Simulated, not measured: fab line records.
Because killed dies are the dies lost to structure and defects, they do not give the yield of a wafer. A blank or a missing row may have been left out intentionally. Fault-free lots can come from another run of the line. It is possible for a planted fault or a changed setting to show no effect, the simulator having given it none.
Comparing a struck lot with a sound one	flow nandHarc	15 out of 1302 route steps
Sound: the wafers L495.1, L495.3, L495.4. Wafers L511.3, L511.4, L511.6 were the ones struck. The cause is given at the end.
Each step with rows lists, per side, the tool, then ch with its chambers, then its first start. Under that, the readings that differ: sound wafers	struck wafers	difference of the means	sigmas: that difference in standard deviations of wafers without a fault.
alike: words and numbers the same on both sides, and readings whose means are apart by under 2 such deviations; not compared: readings that were withheld, readings missing a value for some wafer, numbers with overlapping values and no deviation given by the record, and bounds like >300 which may hide the same value.
A row with sigmas, a row that says differs or no value, or rows on one side alone: a step with any of these is where the two part. Numbers that don't overlap but have no deviation are shown without sigmas and don't part them. A reading missing from all wafers of one side parts the sides only when that side holds two or more wafers.

NHARC_P_GATE_DESCUM_13: chemistry O2, time 3 s.
  sound on rieDiel-05 ch 1,2,3, day 6 02:56; struck on rieDiel-05 ch 1,2,3, day 12 20:50
  alike: drypumpMotorCurrentA, mfcArSccm, oesProductAu, rfVppV, showerheadPlenumPTorr, throttleValvePct
  not compared: rfHoursCounterH
then, 6 steps without rows for these wafers: NHARC_P_GATE_ETCH_14 (etches SiO2 in dHF, target depth 48.8 nm); NHARC_P_GATE_STRIP_15 (strips in SPM, time 780 s); NHARC_P_GATE_PRECLEAN_71 (cleans in SC1); NHARC_P_GATE_SRD_72; NHARC_P_GATE_OXIDE_16 (material SiO2, target thk 3 nm, ox time 392 s); NHARC_P_GATE_CVD_17 (deposits poly-Si, target thk 150 nm, time 900 s).
NHARC_P_GATE_HM_DEP_102: deposits aC, target thk 120 nm.
  sound on aclDep-03 ch 0, day 6 16:15; struck on aclDep-03 ch 0, day 13 09:47
  alike: throttleValvePct
NHARC_P_GATE_DEP_103: deposits SiON, target thk 30 nm.
  sound on pecvd-04 ch 0,2, day 6 16:54; struck on pecvd-04 ch 0,2, day 13 10:17
  alike: heaterPowerW
then, 3 steps without rows for these wafers: NHARC_P_GATE_DEHYDRATE_18 (time 120 s); NHARC_P_GATE_HMDS_19 (time 30 s); NHARC_P_GATE_COAT_20 (resist thk 90 nm).
NHARC_P_GATE_SOFTBAKE_21: time 55 s.
  sound on lithoTrack-01 ch 0, day 6 17:00; struck on lithoTrack-06 ch 0, day 13 10:00
reading	sound	struck	difference	sigmas
heaterPowerTotalW (W)	188.30 188.32 188.43	323.33 323.06 323.48	+134.94	+99 or more
  alike: chillPlateTempC
then, 2 steps without rows for these wafers: NHARC_P_GATE_EBR_22; NHARC_END_SORT_01.

== WHERE THEY PART ==
Only at NHARC_P_GATE_SOFTBAKE_21, as far as this record shows.

WHY: whatever the simulator had introduced
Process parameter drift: lithoTrack-06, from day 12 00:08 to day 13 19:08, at NHARC_P_GATE_SOFTBAKE_21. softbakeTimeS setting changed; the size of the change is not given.
